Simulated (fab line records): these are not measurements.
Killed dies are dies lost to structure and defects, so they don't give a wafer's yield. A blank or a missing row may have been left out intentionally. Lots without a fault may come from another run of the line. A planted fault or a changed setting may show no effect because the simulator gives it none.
The tool behind it: which one? :: flow nand_harc :: 14 lots with 40 wafers sampled at 6 steps, on a route of 1159 steps

## WHAT THE GAUGES SHOWED, per wafer
NHARC_P_CONTACT_CD_MEAS_12: the cd target is 90 nm. Usual: 90.1 nm for cd_nm, sd 0.52.
lot: L397
measured: day 5 16:38
on: cd_sem-03
cd_nm (nm): 90.7 89.7 90.5
flag: 

lot: L396
measured: day 5 17:09
on: cd_sem-03
cd_nm (nm): 89.7 90.1 89.6
flag: 

lot: L398
measured: day 6 07:13
on: cd_sem-03
cd_nm (nm): 90.0 89.9 90.6
flag: 

lot: L400
measured: day 6 10:56
on: cd_sem-01
cd_nm (nm): 89.7 89.7 90.0
flag: 

lot: L405
measured: day 8 06:22
on: cd_sem-01
cd_nm (nm): 90.0 90.2 89.8
flag: 

lot: L408
measured: day 8 17:58
on: cd_sem-01
cd_nm (nm): 79.4 90.8 79.0 79.5 90.9 79.2
flag: OFF

lot: L407
measured: day 8 23:43
on: cd_sem-02
cd_nm (nm): 78.6 78.6
flag: OFF

lot: L413
measured: day 9 19:37
on: cd_sem-02
cd_nm (nm): 91.6 90.3 90.6
flag: 

lot: L415
measured: day 10 04:41
on: cd_sem-02
cd_nm (nm): 90.6 90.4 90.3
flag: 

lot: L414
measured: day 10 05:38
on: cd_sem-03
cd_nm (nm): 90.1 89.8 90.4
flag: 

lot: L416
measured: day 10 12:55
on: cd_sem-03
cd_nm (nm): 90.4 91.1 89.8
flag: 

lot: L417
measured: day 10 17:58
on: cd_sem-01
cd_nm (nm): 90.9 89.9 90.5
flag: 

lot: L418
measured: day 11 04:27
on: cd_sem-01
cd_nm (nm): 90.7 90.7 90.9
flag: 

lot: L419
measured: day 11 08:25
on: cd_sem-01
cd_nm (nm): 89.6 90.0 90.4
flag: 

NHARC_END_SORT_01. Usual: killed_at_array 25, standard deviation 9.8; killed_at_other 0.8, standard deviation 1.1; killed_at_periphery 3.3, standard deviation 2.1; killed_dies 29, standard deviation 10; killed_open 3.3, standard deviation 1.8; killed_short 1.9, standard deviation 1.4.
lot: L397
measured: day 20 10:17
on: prober-02
killed_at_array: 11 11 7
killed_at_other: 1 2 0
killed_at_periphery: 2 2 1
killed_dies: 14 15 8
killed_open: 3 1 3
killed_short: 2 4 1
flag: 

lot: L396
measured: day 20 03:16
on: prober-02
killed_at_array: 19 20 19
killed_at_other: 1 0 0
killed_at_periphery: 2 1 2
killed_dies: 22 21 21
killed_open: 1 2 2
killed_short: 3 1 1
flag: 

lot: L398
measured: day 20 16:31
on: prober-02
killed_at_array: 23 19 26
killed_at_other: 0 0 0
killed_at_periphery: 4 2 4
killed_dies: 27 21 30
killed_open: 3 4 7
killed_short: 3 1 3
flag: 

lot: L400
measured: day 19 23:31
on: prober-01
killed_at_array: 24 29 25
killed_at_other: 1 2 1
killed_at_periphery: 5 2 3
killed_dies: 30 33 29
killed_open: 3 1 1
killed_short: 0 2 1
flag: 

lot: L405
measured: day 22 06:39
on: prober-02
killed_at_array: 40 24 35
killed_at_other: 4 3 1
killed_at_periphery: 3 3 1
killed_dies: 47 30 37
killed_open: 4 1 0
killed_short: 1 3 2
flag: 

lot: L408
measured: day 23 20:12
on: prober-01
killed_at_array: 14 14 13
killed_at_other: 1 0 0
killed_at_periphery: 33 4 37
killed_dies: 48 18 50
killed_open: 6 5 4
killed_short: 2 3 2
flag: OFF

lot: L413
measured: day 24 12:32
on: prober-01
killed_at_array: 17 19 18
killed_at_other: 2 1 1
killed_at_periphery: 5 0 3
killed_dies: 24 20 22
killed_open: 5 2 4
killed_short: 1 2 1
flag: 

lot: L415
measured: day 24 03:57
on: prober-01
killed_at_array: 17 18 16
killed_at_other: 0 1 0
killed_at_periphery: 5 4 6
killed_dies: 22 23 22
killed_open: 4 3 6
killed_short: 0 0 2
flag: 

lot: L414
measured: day 24 14:02
on: prober-02
killed_at_array: 43 42 34
killed_at_other: 1 0 0
killed_at_periphery: 2 3 0
killed_dies: 46 45 34
killed_open: 5 5 0
killed_short: 0 1 0
flag: 

lot: L416
measured: day 24 21:03
on: prober-02
killed_at_array: 41 39 35
killed_at_other: 0 0 0
killed_at_periphery: 6 9 6
killed_dies: 47 48 41
killed_open: 3 4 3
killed_short: 2 1 0
flag: 

lot: L417
measured: day 24 04:49
on: prober-02
killed_at_array: 29 23 23
killed_at_other: 0 0 2
killed_at_periphery: 6 2 2
killed_dies: 35 25 27
killed_open: 4 1 2
killed_short: 2 3 0
flag: 

lot: L418
measured: day 25 05:35
on: prober-02
killed_at_array: 22 31 33
killed_at_other: 0 0 0
killed_at_periphery: 0 3 1
killed_dies: 22 34 34
killed_open: 1 5 2
killed_short: 1 2 2
flag: 

lot: L419
measured: day 25 11:10
on: prober-01
killed_at_array: 23 12 23
killed_at_other: 0 0 0
killed_at_periphery: 2 0 2
killed_dies: 25 12 25
killed_open: 2 0 3
killed_short: 1 0 3
flag: 

## EACH LOT AND THE TOOL THAT RAN IT (in order: tool; ch and the chambers of the sampled wafers; start)
lot: L397
NHARC_P_GATE_STRIP_76: plasma_asher-02 ch 0,1, day 5 10:50
NHARC_P_GATE_DEGAS_109: pvd_sputter-01, day 5 13:50
NHARC_P_GATE_RTA_82: rtp_anneal-02 ch 0, day 5 14:47
NHARC_P_CONTACT_EXPOSE_09: arfi_scanner-01 ch 0, day 5 16:30

lot: L396
NHARC_P_GATE_STRIP_76: plasma_asher-02 ch 0,1, day 5 11:09
NHARC_P_GATE_DEGAS_109: pvd_sputter-01, day 5 14:13
NHARC_P_GATE_RTA_82: rtp_anneal-01 ch 0, day 5 15:27
NHARC_P_CONTACT_EXPOSE_09: arfi_scanner-01 ch 0, day 5 17:01

lot: L398
NHARC_P_GATE_STRIP_76: plasma_asher-02 ch 0,1, day 6 01:37
NHARC_P_GATE_DEGAS_109: pvd_sputter-02, day 6 04:31
NHARC_P_GATE_RTA_82: rtp_anneal-02 ch 0, day 6 05:16
NHARC_P_CONTACT_EXPOSE_09: arfi_scanner-02 ch 0, day 6 07:04

lot: L400
NHARC_P_GATE_STRIP_76: plasma_asher-01 ch 0,1, day 6 05:11
NHARC_P_GATE_DEGAS_109: pvd_sputter-03, day 6 08:07
NHARC_P_GATE_RTA_82: rtp_anneal-02 ch 0, day 6 08:54
NHARC_P_CONTACT_EXPOSE_09: arfi_scanner-01 ch 0, day 6 10:47

lot: L405
NHARC_P_GATE_STRIP_76: plasma_asher-01 ch 0, day 7 19:53
NHARC_P_GATE_DEGAS_109: pvd_sputter-03, day 8 03:44
NHARC_P_GATE_RTA_82: rtp_anneal-01 ch 0, day 8 04:31
NHARC_P_CONTACT_EXPOSE_09: arfi_scanner-03 ch 0, day 8 06:14

lot: L408
NHARC_P_GATE_STRIP_76: plasma_asher-01 ch 0,1, day 8 12:02
NHARC_P_GATE_DEGAS_109: pvd_sputter-03, day 8 15:07
NHARC_P_GATE_RTA_82: rtp_anneal-01 ch 0, day 8 15:58
NHARC_P_CONTACT_EXPOSE_09: arfi_scanner-03 ch 0, day 8 17:50

lot: L407
NHARC_P_GATE_STRIP_76: plasma_asher-01 ch 0, day 8 18:07
NHARC_P_GATE_DEGAS_109: pvd_sputter-02, day 8 21:08
NHARC_P_GATE_RTA_82: rtp_anneal-02 ch 0, day 8 21:59
NHARC_P_CONTACT_EXPOSE_09: arfi_scanner-03 ch 0, day 8 23:35

lot: L413
NHARC_P_GATE_STRIP_76: plasma_asher-02 ch 0, day 9 14:08
NHARC_P_GATE_DEGAS_109: pvd_sputter-03, day 9 17:02
NHARC_P_GATE_RTA_82: rtp_anneal-01 ch 0, day 9 17:50
NHARC_P_CONTACT_EXPOSE_09: arfi_scanner-01 ch 0, day 9 19:28

lot: L415
NHARC_P_GATE_STRIP_76: plasma_asher-02 ch 0,1, day 9 23:04
NHARC_P_GATE_DEGAS_109: pvd_sputter-03, day 10 02:06
NHARC_P_GATE_RTA_82: rtp_anneal-01 ch 0, day 10 02:52
NHARC_P_CONTACT_EXPOSE_09: arfi_scanner-02 ch 0, day 10 04:32

lot: L414
NHARC_P_GATE_STRIP_76: plasma_asher-01 ch 0,1, day 9 23:49
NHARC_P_GATE_DEGAS_109: pvd_sputter-03, day 10 03:01
NHARC_P_GATE_RTA_82: rtp_anneal-01 ch 0, day 10 03:47
NHARC_P_CONTACT_EXPOSE_09: arfi_scanner-02 ch 0, day 10 05:29

lot: L416
NHARC_P_GATE_STRIP_76: plasma_asher-02 ch 0,1, day 10 07:24
NHARC_P_GATE_DEGAS_109: pvd_sputter-01, day 10 10:27
NHARC_P_GATE_RTA_82: rtp_anneal-01 ch 0, day 10 11:13
NHARC_P_CONTACT_EXPOSE_09: arfi_scanner-02 ch 0, day 10 12:47

lot: L417
NHARC_P_GATE_STRIP_76: plasma_asher-02 ch 1, day 10 11:47
NHARC_P_GATE_DEGAS_109: pvd_sputter-02, day 10 14:52
NHARC_P_GATE_RTA_82: rtp_anneal-02 ch 0, day 10 15:53
NHARC_P_CONTACT_EXPOSE_09: arfi_scanner-01 ch 0, day 10 17:49

lot: L418
NHARC_P_GATE_STRIP_76: plasma_asher-02 ch 0, day 10 22:38
NHARC_P_GATE_DEGAS_109: pvd_sputter-02, day 11 01:37
NHARC_P_GATE_RTA_82: rtp_anneal-01 ch 0, day 11 02:24
NHARC_P_CONTACT_EXPOSE_09: arfi_scanner-02 ch 0, day 11 04:19

lot: L419
NHARC_P_GATE_STRIP_76: plasma_asher-02 ch 0,1, day 11 02:16
NHARC_P_GATE_DEGAS_109: pvd_sputter-02, day 11 05:22
NHARC_P_GATE_RTA_82: rtp_anneal-02 ch 0, day 11 06:13
NHARC_P_CONTACT_EXPOSE_09: arfi_scanner-02 ch 0, day 11 08:16
- NHARC_P_GATE_STRIP_76: strips in O2.
- NHARC_P_GATE_DEGAS_109: time 60 s.
- NHARC_P_GATE_RTA_82: time 30 s.
- NHARC_P_CONTACT_EXPOSE_09: exposes mask P CA, target cd 90 nm.

## WHAT THE TOOLS THEMSELVES READ (means of the sampled wafers that have a number; where no wafer has one, the mark that the record gives instead)
NHARC_P_GATE_STRIP_76. Usual: drypump_motor_current_A 6.1 A, standard deviation 0.33; heater_power_w 312 W, standard deviation 11.
lot: L397
tool: plasma_asher-02
drypump_motor_current_A (A): 6.4
heater_power_w (W): 304
flag: 

lot: L396
tool: plasma_asher-02
drypump_motor_current_A (A): 6.4
heater_power_w (W): 308
flag: 

lot: L398
tool: plasma_asher-02
drypump_motor_current_A (A): 6.4
heater_power_w (W): 310
flag: 

lot: L400
tool: plasma_asher-01
drypump_motor_current_A (A): 5.9
heater_power_w (W): 318
flag: 

lot: L405
tool: plasma_asher-01
drypump_motor_current_A (A): 5.8
heater_power_w (W): 330
flag: 

lot: L408
tool: plasma_asher-01
drypump_motor_current_A (A): 5.8
heater_power_w (W): 329
flag: 

lot: L407
tool: plasma_asher-01
drypump_motor_current_A (A): 5.8
heater_power_w (W): 327
flag: 

lot: L413
tool: plasma_asher-02
drypump_motor_current_A (A): 6.0
heater_power_w (W): 299
flag: 

lot: L415
tool: plasma_asher-02
drypump_motor_current_A (A): 6.4
heater_power_w (W): 303
flag: 

lot: L414
tool: plasma_asher-01
drypump_motor_current_A (A): 5.8
heater_power_w (W): 323
flag: 

lot: L416
tool: plasma_asher-02
drypump_motor_current_A (A): 6.2
heater_power_w (W): 297
flag: 

lot: L417
tool: plasma_asher-02
drypump_motor_current_A (A): 6.6
heater_power_w (W): 302
flag: 

lot: L418
tool: plasma_asher-02
drypump_motor_current_A (A): 6.0
heater_power_w (W): 304
flag: 

lot: L419
tool: plasma_asher-02
drypump_motor_current_A (A): 6.2
heater_power_w (W): 303
flag: 

NHARC_P_GATE_DEGAS_109. Usual: heater_power_w 471 W, standard deviation 53; susceptor_temp_C 300.01 C, standard deviation 0.21.
lot: L397
tool: pvd_sputter-01
heater_power_w (W): 411
susceptor_temp_C (C): 299.94
flag: 

lot: L396
tool: pvd_sputter-01
heater_power_w (W): 383
susceptor_temp_C (C): 300.03
flag: 

lot: L398
tool: pvd_sputter-02
heater_power_w (W): 483
susceptor_temp_C (C): 300.10
flag: 

lot: L400
tool: pvd_sputter-03
heater_power_w (W): 490
susceptor_temp_C (C): 299.98
flag: 

lot: L405
tool: pvd_sputter-03
heater_power_w (W): 447
susceptor_temp_C (C): 299.97
flag: 

lot: L408
tool: pvd_sputter-03
heater_power_w (W): 459
susceptor_temp_C (C): 300.02
flag: 

lot: L407
tool: pvd_sputter-02
heater_power_w (W): 435
susceptor_temp_C (C): 299.58
flag: 

lot: L413
tool: pvd_sputter-03
heater_power_w (W): 501
susceptor_temp_C (C): 299.99
flag: 

lot: L415
tool: pvd_sputter-03
heater_power_w (W): 494
susceptor_temp_C (C): 299.97
flag: 

lot: L414
tool: pvd_sputter-03
heater_power_w (W): 458
susceptor_temp_C (C): 300.02
flag: 

lot: L416
tool: pvd_sputter-01
heater_power_w (W): 443
susceptor_temp_C (C): 300.24
flag: 

lot: L417
tool: pvd_sputter-02
heater_power_w (W): 452
susceptor_temp_C (C): 300.00
flag: 

lot: L418
tool: pvd_sputter-02
heater_power_w (W): 490
susceptor_temp_C (C): 299.80
flag: 

lot: L419
tool: pvd_sputter-02
heater_power_w (W): 464
susceptor_temp_C (C): 300.15
flag: 

NHARC_P_GATE_RTA_82. Usual: lamp_power_pct 4.50 %, standard deviation 0.057; lamp_zone_7_pct 4.73 %, standard deviation 0.061; wafer_temp_C_max 452.8, standard deviation 0.76.
lot: L397
tool: rtp_anneal-02
lamp_power_pct (%): 4.56
lamp_zone_7_pct (%): 4.79
wafer_temp_C_max: 453.0
flag: 

lot: L396
tool: rtp_anneal-01
lamp_power_pct (%): 4.43
lamp_zone_7_pct (%): 4.67
wafer_temp_C_max: 452.4
flag: 

lot: L398
tool: rtp_anneal-02
lamp_power_pct (%): 4.55
lamp_zone_7_pct (%): 4.80
wafer_temp_C_max: 453.1
flag: 

lot: L400
tool: rtp_anneal-02
lamp_power_pct (%): 4.55
lamp_zone_7_pct (%): 4.79
wafer_temp_C_max: 453.5
flag: 

lot: L405
tool: rtp_anneal-01
lamp_power_pct (%): 4.44
lamp_zone_7_pct (%): 4.67
wafer_temp_C_max: 452.4
flag: 

lot: L408
tool: rtp_anneal-01
lamp_power_pct (%): 4.44
lamp_zone_7_pct (%): 4.67
wafer_temp_C_max: 452.1
flag: 

lot: L407
tool: rtp_anneal-02
lamp_power_pct (%): 4.57
lamp_zone_7_pct (%): 4.80
wafer_temp_C_max: 453.4
flag: 

lot: L413
tool: rtp_anneal-01
lamp_power_pct (%): 4.44
lamp_zone_7_pct (%): 4.68
wafer_temp_C_max: 452.7
flag: 

lot: L415
tool: rtp_anneal-01
lamp_power_pct (%): 4.44
lamp_zone_7_pct (%): 4.67
wafer_temp_C_max: 452.1
flag: 

lot: L414
tool: rtp_anneal-01
lamp_power_pct (%): 4.44
lamp_zone_7_pct (%): 4.67
wafer_temp_C_max: 452.7
flag: 

lot: L416
tool: rtp_anneal-01
lamp_power_pct (%): 4.44
lamp_zone_7_pct (%): 4.67
wafer_temp_C_max: 452.0
flag: 

lot: L417
tool: rtp_anneal-02
lamp_power_pct (%): 4.56
lamp_zone_7_pct (%): 4.79
wafer_temp_C_max: 453.0
flag: 

lot: L418
tool: rtp_anneal-01
lamp_power_pct (%): 4.44
lamp_zone_7_pct (%): 4.67
wafer_temp_C_max: 452.2
flag: 

lot: L419
tool: rtp_anneal-02
lamp_power_pct (%): 4.55
lamp_zone_7_pct (%): 4.79
wafer_temp_C_max: 453.4
flag: 

## THE ANSWER, worked out from the rows above alone
Rule: lot off if the mean of its wafers having a number is beyond 3 standard deviations from the usual mean. A lot without any number at a reading at which 4 lots or more have one is off too. The other lots that the step has rows for count as sound. After the gauges, taken in route order, come the tools' own readings; for these a lot's mean is taken, as printed above. The first step at which some lot is off is used, and at that step the reading that is off furthest; a lot without a number counts as furthest.
Off at NHARC_P_CONTACT_CD_MEAS_12 (cd_nm): L408, L407.
A tool fits if, at a process step before that reading, it ran every lot that is off, and no sound lot after the first of them. Those tools and the gauges at NHARC_P_CONTACT_CD_MEAS_12 are tried in the same way. One candidate fits, namely arfi_scanner-03 at NHARC_P_CONTACT_EXPOSE_09. Its last sound lot is L405 (day 8 06:14), its first lot that is off L408 (day 8 17:50): a fault that began between those two fits.

## WHAT WAS PUT IN BY THE SIMULATOR
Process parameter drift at NHARC_P_CONTACT_EXPOSE_09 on arfi_scanner-03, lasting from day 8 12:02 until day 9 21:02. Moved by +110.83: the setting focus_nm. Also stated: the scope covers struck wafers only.
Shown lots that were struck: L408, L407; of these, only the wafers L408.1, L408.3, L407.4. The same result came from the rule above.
